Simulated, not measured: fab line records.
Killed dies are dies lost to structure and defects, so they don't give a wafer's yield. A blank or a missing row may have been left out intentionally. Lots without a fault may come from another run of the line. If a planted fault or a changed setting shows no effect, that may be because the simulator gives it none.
fab line records | flow n5Finfet
[record] lots = 4 | wafers = 12 | lastDay = 18
route steps=1938 shown FIN_SAQP@114 BEOL_M4@1111 PASSIVATION@1936
lots that met no fault: from a run of the same line without faults
startH: the number of hours between the record's first day and the start of the first shown wafer of the lot | waitH: hours since the lot's step before | " as in the row above | L1.1+2: a row that stands for several wafers | - value missing, or start not given | * or withheld: withheld | < > ~ a bound
route shown NAME@n: names a module that has steps shown in the file, with the first one's number in the route | usual: mean/standard deviation of fault-free wafers | same: alike in all rows | chamber/n: place in a boat | sites: per-site readings | _std_site: standard deviation of those values | _edge_site: mean of outer sites minus mean of inner sites | radiusMm: how far each site lies from the wafer's centre | mask NAME#n: copy n | behind: the most recent tool/chamber to have shaped the wafer | hold: cause of the lot's hold/its duration in hours/its outcome | device: which transistor (n, p or np) failed to switch | end of line: the route-end tests of the same wafers | a step with no rows: only its recipe | killed: at the first sort, the dies lost to defects and structure; wafer yield is something else | map: a wafer's dies, x killed, . not, _ none there
set.NAME: the setting that was run; set.NAME@STEP: the one run at that earlier step | model.NAME: the simulator's own value behind a step, which no gauge read
a table for each step, a row for each wafer; lots at some steps of the route
services: a tool's chamber out of use, with start hour (startH, from the record's first day; less than 0 if before it), hours out, and reason
[[steps]]
[step N5_FIN_SAQP_DESCUM_21]
[recipe] chemistry = O2 | timeS = 7.9 | sourcePowerW = 50 | biasPowerW = 20 | pressureMtorr = 20 | rfFrequencyHz = 2.712e+07 | tempC = 40 | resist = CAR-ArF | o2FlowSccm = 225
[step N5_FIN_SAQP_ETCH_51]
[recipe] chemistry = CF4 | target = SiARC | targetDepthA = 455 | maskMaterial = CAR-ArF | timeS = 75.8 | ionEnergyEv = 80 | pressureMtorr = 40 | sourceW = 545 | biasW = 36 | Ar_flow_sccm = 100 | cf4FlowSccm = 100 | ends = cleared
[step N5_FIN_SAQP_ETCH_52]
[recipe] chemistry = N2/H2 | target = SOC | targetDepthA = 1000 | overetchA = 200 | maskMaterial = SiARC | tempC = 40 | timeS = 150 | ionEnergyEv = 200 | pressureMtorr = 30 | sourceW = 840 | biasW = 150 | n2FlowSccm = 200 | h2FlowSccm = 200 | ends = endPoint
[step N5_FIN_SAQP_STRIP_53]
[recipe] chemistry = N2/H2 | tempC = 40 | n2FlowSccm = 200 | h2FlowSccm = 200 | rfFrequencyHz = 6e+07
[step N5_FIN_SAQP_HM_OPEN_73]
[recipe] chemistry = CHF3/O2 | target = SiO2 | stopOn = a-Si | targetDepthA = 120 | overEtchFrac = 1.8 | maskMaterial = SOC | timeS = 16.8 | pressureMtorr = 30 | sourceW = 650 | biasW = 170 | Ar_flow_sccm = 200 | CHF3_flow_sccm = 50 | O2_flow_sccm = 5 | ionEnergyEv = 200 | ends = endPoint
[step N5_FIN_SAQP_STRIP_74]
[recipe] chemistry = CHF3/O2 | resist = SiARC | rfFrequencyHz = 6e+07
[step N5_FIN_SAQP_MANDREL_ETCH_22]
[recipe] targetDepthA = 600 | chemistry = HBr/Cl2 | target = a-Si | stopOn = SiNx | btTimeS = 10 | overEtchFrac = 0.5 | timeS = 30 | pressureMtorr = 10 | icpW = 800 | biasW = 75 | HBr_flow_sccm = 150 | Cl2_flow_sccm = 80 | ends = endPoint
[step N5_FIN_SAQP_STRIP_55]
[recipe] chemistry = N2/H2 | powerW = 500 | tempC = 40 | pressureMtorr = 50 | rfFrequencyHz = 6e+07 | overashFraction = 0.3 | biasPowerW = 28 | h2Frac = 0.5 | n2FlowSccm = 300 | h2FlowSccm = 300
[step N5_FIN_SAQP_STRIP_23]
[recipe] chemistry = SPM | timeS = 750 | tempC = 130 | h2so4H2o2VolRatio = 4
[step N5_FIN_SAQP_SRD_66]
[recipe] dry = ipaMarangoni | timeS = 30 | tempC = 23 | rinseLiquid = diw
[step N5_FIN_SAQP_RECESS_75]
[recipe] chemistry = HF/NH3 | target = SiO2 | targetDepthA = 144 | afsCycles = 3 | tempC = 30 | sublimationTempC = 180 | sublimationTimeS = 60
[step N5_FIN_SAQP_SPACER1_ALD_24]
[recipe] material = SiO2 | targetThkA = 203 | tempC = 300 | aldPrecursorFamily = BDEAS | aldCoReactant = O2-plasma | pulseTimeS = 1 | purgeTimeS = 2 | coReactantPurgeTimeS = 2 | aldCycles = 218 | pressureTorr = 2
[usual] aldCycles = 218/0 | heaterPowerW = 485/42 | precursorPulseHeightRel = 1.002/0.018
[same] pulseTimeS = 1 | purgeTimeS = 2
lot.wafer | tool      | chamber | startH | waitH | aldCycles | heaterPowerW | precursorPulseHeightRel | model.SiO2_of_FIN_SAQP_SPACER1_ALD_24.thkNm
L566.1    | aldSin-04 | 1       | 66.77  | 0.3   | 218       | 471          | 0.983                   | 20.4
L566.5    | "         | 0       | "      | "     | 218       | 526          | 1.007                   | 20.2
L566.6    | "         | 1       | "      | "     | 218       | 476          | 1.017                   | 20.2
L575.2    | aldSin-04 | 1       | 119.13 | 0.3   | 173       | 482          | 1.020                   | 16
L575.5    | "         | 1       | "      | "     | 173       | 473          | 0.967                   | 16.2
L575.6    | "         | 0       | "      | "     | 173       | 509          | 1.027                   | 16
L576.1    | aldSin-04 | 2       | 124.92 | 0.3   | 173       | 480          | 0.985                   | 16.2
L576.3    | "         | 1       | "      | "     | 173       | 473          | 0.999                   | 16
L576.4    | "         | 3       | "      | "     | 173       | 506          | 1.019                   | 16
L582.2    | aldSin-01 | 2       | 163.45 | 0.9   | 218       | 494          | 1.008                   | 20.2
L582.4    | "         | 1       | "      | "     | 218       | 551          | 1.015                   | 20.4
L582.6    | "         | 2       | "      | "     | 218       | 490          | 1.014                   | 20.2
[step N5_FIN_SAQP_SPACER1_ETCHBACK_25]
[recipe] chemistry = CHF3/O2 | mode = anisotropicEtchback | target = SiO2 | targetDepthA = 244 | timeS = 12.2 | pressureMtorr = 30 | sourceW = 650 | biasW = 170 | Ar_flow_sccm = 200 | CHF3_flow_sccm = 50 | O2_flow_sccm = 5 | ionEnergyEv = 200
[step N5_FIN_SAQP_MANDREL1_REMOVE_56]
[recipe] chemistry = HBr/Cl2/O2 | btTimeS = 10 | target = a-Si | stopOn = SiNx | endpoint = OES-SiCl | overEtchFrac = 1 | icpW = 600 | biasW = 22 | HBr_flow_sccm = 150 | Cl2_flow_sccm = 80 | O2_flow_sccm = 5 | pressureMtorr = 10
[usual] HBr_flow_sccm = 150.0/0.5 | drypumpMotorCurrentA = 5.9/0.42 | heBacksideLeakSccm = 2.8/0.33 | oesProductAu = 1.011/0.015 | throttleValvePct = 36.67/0.19
[same] btTimeS = 10
lot.wafer | tool     | chamber | startH | waitH | HBr_flow_sccm | drypumpMotorCurrentA | heBacksideLeakSccm | oesProductAu | rfHoursCounterH | throttleValvePct | model.FIN_SAQP.cdNm
L566.1    | rieSi-05 | 3       | 67.60  | 0.1   | 149.6         | 6.1                  | 2.8                | 1.020        | 1               | 36.51            | 20.4
L566.5    | "        | 2       | "      | "     | 150.6         | 6.1                  | 2.8                | 1.027        | -               | 36.70            | 20.4
L566.6    | "        | 1       | "      | "     | 149.6         | 6.8                  | 3.1                | 1.029        | -               | 36.37            | 20.2
L575.2    | rieSi-05 | 3       | 119.93 | 0.1   | 149.9         | 6.1                  | 2.8                | 1.015        | 2               | 36.50            | 16.2
L575.5    | "        | 0       | "      | "     | 151.0         | 6.0                  | 2.5                | 1.021        | -               | 36.71            | 16
L575.6    | "        | 3       | "      | "     | 149.5         | 6.1                  | 2.8                | 1.016        | -               | 36.51            | 16
L576.1    | rieSi-05 | 3       | 125.76 | 0.1   | 149.5         | 6.1                  | 2.8                | 1.014        | 2               | 36.51            | 16.2
L576.3    | "        | 2       | "      | "     | 150.0         | 6.1                  | 2.8                | 1.021        | 49              | 36.71            | 16.2
L576.4    | "        | 1       | "      | "     | 149.6         | 6.8                  | 3.1                | 1.027        | 79              | 36.36            | 16
L582.2    | rieSi-05 | 3       | 164.26 | 0.1   | 150.5         | 6.1                  | 2.8                | 1.008        | 2               | 36.51            | 20.2
L582.4    | "        | 1       | "      | "     | 150.7         | 6.8                  | 2.9                | 1.021        | 80              | 36.36            | 20.2
L582.6    | "        | 3       | "      | "     | 149.0         | 6.1                  | 2.8                | 1.001        | -               | 36.51            | 20.2
[step N5_FIN_SAQP_CD_MEAS_27]
[recipe] targetCdNm = 20 | landingEnergyEv = 1000 | detector = seInlens | polarity = line
[usual] cdNm = 20.28/0.2
lot.wafer | tool     | chamber | startH | waitH | cdNm
L566.1    | cdSem-01 | 0       | 67.71  | 0.1   | 20.44
L566.5    | "        | 0       | "      | "     | 20.15
L566.6    | "        | 0       | "      | "     | 20.30
L575.2    | cdSem-01 | 0       | 120.05 | 0.1   | 16.36
L575.5    | "        | 0       | "      | "     | 16.19
L575.6    | "        | 0       | "      | "     | 16.14
L576.1    | cdSem-03 | 0       | 125.87 | 0.1   | 16.28
L576.3    | "        | 0       | "      | "     | 16.27
L576.4    | "        | 0       | "      | "     | 16.56
L582.2    | cdSem-01 | 0       | 164.37 | 0.1   | 20.09
L582.4    | "        | 0       | "      | "     | 20.10
L582.6    | "        | 0       | "      | "     | 20.24
[step N5_FIN_SAQP_ETCH_57]
[recipe] chemistry = CH3F/O2 | target = SiNx | maskMaterial = SiO2 | targetDepthA = 325 | timeS = 46.4 | pressureMtorr = 30 | sourceW = 395 | biasW = 73 | Ar_flow_sccm = 150 | CH3F_flow_sccm = 30 | O2_flow_sccm = 20 | ionEnergyEv = 120 | ends = cleared
[step N5_BEOL_M4_RC_MEAS_101]
[usual] DIBL_N = 35.7/1.3 | DIBL_P = 35.4/1.8 | IOFF_N = 0.152/0.027 | IOFF_P = 0.20/0.034 | ION_N = 672/9.8 | ION_P = 461/7.5 | SS_N = 71.4/0.55 | SS_P = 73.1/0.61 | VT_N = 251/3.3 | VT_P = -251/3.6
lot.wafer | tool      | chamber | startH | waitH | DIBL_N[mV/V] | DIBL_P[mV/V] | IOFF_N[nA/um] | IOFF_P[nA/um] | ION_N[uA/um] | ION_P[uA/um] | SS_N[mV/dec] | SS_P[mV/dec] | VT_N[mV] | VT_P[mV]
L566.1    | prober-02 | 0       | 209.67 | 0.0   | 34.2         | 34.1         | 0.131         | 0.17          | 672          | 455          | 71.4         | 72.0         | 252      | -253
L566.5    | "         | 0       | "      | "     | 36.0         | 36.0         | 0.155         | 0.21          | 683          | 469          | 71.6         | 73.5         | 249      | -250
L566.6    | "         | 0       | "      | "     | 35.6         | 35.7         | 0.154         | 0.20          | 672          | 462          | 71.8         | 73.9         | 248      | -250
L582.2    | prober-02 | 0       | 318.63 | 0.2   | 33.7         | 33.3         | 0.112         | 0.18          | 669          | 470          | 70.2         | 72.8         | 255      | -250
L582.4    | "         | 0       | "      | "     | 32.7         | 31.1         | 0.097         | 0.15          | 661          | 459          | 71.1         | 72.6         | 258      | -252
L582.6    | "         | 0       | "      | "     | 32.1         | 30.5         | 0.093         | 0.16          | 651          | 457          | 70.2         | 72.6         | 257      | -253
[step N5_PASSIVATION_PROBE_49]
[usual] defectLimitedYield = 91.5/1.3 | killed_at_M0_to_M3 = 33/11 | killed_at_M4_up = 14/5.3 | killedAtContacts = 11/6.3 | killedAtFrontEnd = 38/10 | killedAtOther = 3.7/2.8 | killedDies = 101/16 | killedOnRim = 13/3.4 | killedOpen = 67/12 | killedShort = 32/7.4 | sort_bin_5_function = 5.0/0.86 | sort_bin_6_memory = 3.2/0.69 | sortNPass = 1079/16 | sortYieldPct = 91.5/1.3
[same] grossDies = 1180 | killedAtBackSide = 0 | sort_bin_4_leakage[%] = 0 | sort_bin_8_speed[%] = 0
lot.wafer | tool      | chamber | startH | waitH | defectLimitedYield[%] | killed_at_M0_to_M3 | killed_at_M4_up | killedAtContacts | killedAtFrontEnd | killedAtOther | killedDies | killedOnRim | killedOpen | killedShort | sort_bin_5_function[%] | sort_bin_6_memory[%] | sortNPass | sortYieldPct[%]
L575.2    | prober-02 | -       | 362.82 | 0.1   | 3.9                   | 60                 | 9               | 7                | 1053             | 5             | 1134       | 152         | 74         | 36          | 92.6                   | 3.3                  | 46        | 3.9
L575.5    | prober-02 | -       | 362.97 | 0.2   | 4.7                   | 38                 | 11              | 10               | 1061             | 4             | 1124       | 152         | 82         | 32          | 91.1                   | 3.9                  | 56        | 4.7
L575.6    | prober-02 | -       | 363.02 | 0.3   | 4.5                   | 25                 | 3               | 2                | 1094             | 3             | 1127       | 152         | 41         | 24          | 93.5                   | 1.9                  | 53        | 4.5
L576.1    | prober-02 | -       | 381.75 | 0.0   | 4.7                   | 38                 | 7               | 6                | 1064             | 10            | 1125       | 152         | 75         | 33          | 90.6                   | 4.2                  | 55        | 4.7
L576.3    | prober-02 | -       | 381.85 | 0.1   | 5.1                   | 36                 | 16              | 5                | 1058             | 5             | 1120       | 152         | 60         | 32          | 91.5                   | 3.3                  | 60        | 5.1
L576.4    | prober-02 | -       | 381.90 | 0.2   | 4.2                   | 59                 | 13              | 4                | 1050             | 5             | 1131       | 152         | 88         | 33          | 91.3                   | 4.4                  | 49        | 4.2
// killed by level:class
L575.2 FIN_SAQP:areaAld=1023 BEOL_M0_SAQP:geometricParticle:open=18 STI_FIN_REVEAL:geometricParticle:open=16 BEOL_M0_SAQP:geometricParticle:short=16 BEOL_M3:geometricParticle:open=10 MOL_CONTACT_COAG:geometricParticle:open=7 ILD0:geometricParticle:short=5 BEOL_M2:geometricParticle:open=5
L575.5 FIN_SAQP:areaAld=1009 STI_FIN_REVEAL:geometricParticle:open=20 BEOL_M0_SAQP:geometricParticle:short=12 BEOL_M3:geometricParticle:open=11 MOL_CONTACT_COAG:geometricParticle:open=10 FIN_SAQP:geometricParticle:open=8 FIN_SAQP:geometricParticle:short=8 BEOL_M0_SAQP:geometricParticle:open=6
L575.6 FIN_SAQP:areaAld=1060 STI_FIN_REVEAL:geometricParticle:open=9 BEOL_M3:geometricParticle:open=6 STI_FIN_REVEAL:geometricParticle:short=5 FIN_SAQP:geometricParticle:open=4 GATE_CUT:geometricParticle:open=4 GATE_CUT:geometricParticle:short=4 BEOL_M1:geometricParticle:open=4
L576.1 FIN_SAQP:areaAld=1017 BEOL_M3:geometricParticle:open=16 FIN_SAQP:geometricParticle:open=11 FIN_SAQP:geometricParticle:short=9 BEOL_M1:geometricParticle:open=8 STI_FIN_REVEAL:geometricParticle:open=7 BEOL_M2:geometricParticle:open=5 BEOL_M7:geometricParticle:open=3
L576.3 FIN_SAQP:areaAld=1025 BEOL_M1:geometricParticle:open=10 BEOL_M3:geometricParticle:open=9 BEOL_M2:geometricParticle:open=8 FIN_SAQP:geometricParticle:short=6 BEOL_M4:geometricParticle:open=5 STARTING-WAFER:geometricParticle:short=5 FIN_SAQP:geometricParticle:open=4
L576.4 FIN_SAQP:areaAld=1010 BEOL_M1:geometricParticle:open=17 BEOL_M0_SAQP:geometricParticle:open=13 BEOL_M3:geometricParticle:open=10 FIN_SAQP:geometricParticle:open=8 STI_FIN_REVEAL:geometricParticle:open=6 BEOL_M0_SAQP:geometricParticle:short=6 BEOL_M2:geometricParticle:open=6
// map L575.2 (x killed, . not)
_________________xxxxxxxxxxxx________________
______________xxxxxxxxxxxxxxxxxx_____________
___________xxxxxxxxxxxxxxxxxxxxxxxx__________
__________xxxxxxxxxxxxxxxxxxxxxxxxxx_________
________xxxxxxxxxxxxxxxxxxxxxxxxxxxxxx_______
_______xxxxxxxxxxxxxxxxxxxxxxxxxxxxxxxx______
______xxxxxxxxxx.xxxxxxxxxxxxxxxxxxxxxxx_____
_____xxxxxxxxxxxxxx.xxx.xxxxxxxxxxxxxxxxx____
____xxxxxxxxxxxxx.xxxxxxxxxxxxxxxxxxxxxxxx___
___xxxxxxxxxxxxxxxxxxxxxxxxxxxxxxxxxxxxxxxx__
___xxxxxxxxxxxxxxxxxxxxxxxxxxxxxxxxxxxxxxxx__
__xxxxxxxxxxxxxxxxxxxx.xxxxxxxxxxx.xxxxxxxxx_
__xxxxxxxxxxxxxxxxxxxx.xxxx..xxxxxxxxxxxxxxx_
_xxxxxxxxxxxxxxxxxxx.xx.xxxxxxxxxxxxxxxxxxxxx
_xxxxxxxxxxxxxxx.xx.xxxx.xxxxxx.xxxxxxxxxxxxx
_xxxxxxxxxxxxxxxx.xxx....xx..x.xxxxxxxxxxxxxx
_xxxxxxxxxxxxx.xxxxx.xxxxxxxxxx.xxxxxxxxxxxxx
_xxxxxxxxxxxxxxxxxxxxxx.x.xxx.x.xxxxxxxxxxxxx
_xxxxxxxxxxxxxxx.xxxx.xxx.x.xxxxxxxxxxxxxxxxx
_xxxxxxxxxxxxx.x.xxxxxxxxx.xxxxxxxxxxxxxxxxxx
_xxxxxxxxxxxxxxxxxxxxxx.xxxxxxxxxxxxxxxxxxxxx
__xxxxxxxxxxxxxxxxxxxxxx.x..xxxxxxxxxxxxxxxx_
__xxxxxxxxxxxxxxxxxxxxxx.xxxxxxxxxxxxxxxxxxx_
___xxxxxxxxxxxxxxxxxxx.xxxxx.xxxxxxxxxxxxxx__
___xxxxxxxxxxxxxxxxxxxxxxxxxxxxxxx.xxxxxxxx__
____xxxxxxxxxxxxxxxxxxx.xxxxxxxxxxxxxxxxxx___
_____xxxxxxxxxxxxxxxxxxxxxxxxxxxxxxxxxxxx____
______xxxxxxxxxxxxxxxxxxxxxxxxxxxxxxxxxx_____
_______xxxxxxxxxxxxxxxxxxxxxxxxxxxxxxxx______
________xxxxxxxxxxxxxxxxxxxxxxxxxxxxxx_______
__________xxxxxxxxxxxxxxxxxxxxxxxxxx_________
___________xxxxxxxxxxxxxxxxxxxxxxxx__________
______________xxxxxxxxxxxxxxxxxx_____________
_________________xxxxxxxxxxxx________________
// map L576.4 (x killed, . not)
_________________xxxxxxxxxxxx________________
______________xxxxxxxxxxxxxxxxxx_____________
___________xxxxxxxxxxxxxxxxxxxxxxxx__________
__________xxxxxxxxxxxxxxxxxxxxxxxxxx_________
________xxxxxxxxxxxxxxxxxxxxxxxxxxxxxx_______
_______xxxxxxxxxxxxxxxxxxxxxxxxxxxxxxxx______
______xxxxxxxxxxxxxxxxxxxxxxxxxxxxxxxxxx_____
_____xxxxxxxxxxxxxxxxxxxxxxxxxxxxxxxxxxxx____
____xxxxxxxxxxxxxxxxxxxxxxxxxxxxxxxxxxxxxx___
___xxxxxxxxxxxxxxxxxxx.xxxxxxxxxxxxxxxxxxxx__
___xxxxxxxxxxxxxxxxxx.xxxxxxxxxxxxxxxxxxxxx__
__xxxxxxxxxxxxxxxxxx..xxxxxxxxxxxxxxxxxxxxxx_
__xxxxxxxxxxxxxxxxxxxx.xxxxxx.xxxxxxxxxxxxxx_
_xxxxxxxxxxxxxxxxx.x.x.xxx.x.xxxxxxxxxxxxxxxx
_xxxxxxxxxxxxx.xxxx.xxx...x.xxxxxxxxxxxxxxxxx
_xxxxxxxxxxxxx.xxxxx.xx.xxxxxxxxxxxxxxxxxxxxx
_xxxxxxxxxxxxxxxxxx..xxxxx.x.xx.xxxxxxxxxxxxx
_xxxxxxxxxxxxxxxxxxxxxxxxxxxxx.xxxxxxxxxxxxxx
_xxxxxxxxxxxxxxxxxx..xx.xxxxxxx.xxxxxxxxxxxxx
_xxxxxxxxxx.x.xxxxxx..xxxxxx.xx.xxxxxxxxxxxxx
_xxxxxxxxxxxxxxx.xxxxxxx.xxxxxxxxxxxxxxxxxxxx
__xxxxxxxxxxxxxxxx..xx.xxxxx.xx.xxxxxxxxxxxx_
__xxxxxxxxxxxxxxxxxxxxx.xxxxxxxxxxxxxxxxxxxx_
___xxxxxxxxxxxxx.xxxxxxxxxxxxxx.xxxxxxxxxxx__
___xxxxxxxxxxxxxxxxxxxxxxx.xxxxxxxxxxxxxxxx__
____xxxxxxxxxxxxxxxx..xxxxxxxxxxxxxxxxxxxx___
_____xxxxxxxxxxxxxxxxxxxxxxxxxxxxxxxxxxxx____
______xxxxxxxxxxxxxxxxxxxxxxxxxxxxxxxxxx_____
_______xxxxxxxxxxxxxxxxxxxxxxxxxxxxxxxx______
________xxxxxxxxxxxxxxxxxxxxxxxxxxxxxx_______
__________xxxxxxxxxxxxxxxxxxxxxxxxxx_________
___________xxxxxxxxxxxxxxxxxxxxxxxx__________
______________xxxxxxxxxxxxxxxxxx_____________
_________________xxxxxxxxxxxx________________
[[services]]
tool     | chamber | startH | hours | kind
rieSi-05 | 0       | 71.47  | 7.9   | repair
rieSi-05 | 3       | 127.44 | 17.1  | repair
rieSi-05 | 0       | 127.68 | 1.2   | repair
[[key]]
[firstSign] step = N5_FIN_SAQP_SPACER1_ALD_24 | reading = aldCycles | direction = down | sigmas = 99+ | usual = * | struck = *
[effect] step = N5_FIN_SAQP_CD_MEAS_27 | reading = cdNm | direction = down | sigmas = 20 | usual = 20.28 | struck = 16.30
[effect] step = N5_PASSIVATION_PROBE_49 | reading = sort_bin_5_function | direction = up | sigmas = 99+ | usual = 5.0 | struck = 91.8
[modelEffect] step = N5_FIN_SAQP_SPACER1_ALD_24 | value = SiO2_of_FIN_SAQP_SPACER1_ALD_24.thkNm | without = 20.23 | struck = 16.07
[modelEffect] step = N5_FIN_SAQP_MANDREL1_REMOVE_56 | value = FIN_SAQP.cdNm | without = 20.3 | struck = 16.1
[moreKillsBornAt] N5_FIN_SAQP_SPACER1_ALD_24@aldSin-04 = 6144
metAt N5_FIN_SAQP_SPACER1_ALD_24
struckWafers L575.2,L575.5,L575.6,L576.1,L576.3,L576.4
laterRowsLeftOut L575.2,L575.5,L575.6,L576.1,L576.3,L576.4
onsetBetween 66.77 119.13
[fault] kind = processParameterDrift | tool = aldSin-04 | chamber = - | onsetH = 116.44 | steps = N5_FIN_SAQP_SPACER1_ALD_24 | channel = aldCycles | offset = * | shape = step | endH = 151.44 | actsIn = * | stated = *
// laterRowsLeftOut: the simulator's readings of these wafers behind a module that went badly wrong aren't trusted and aren't shown, but for the sort
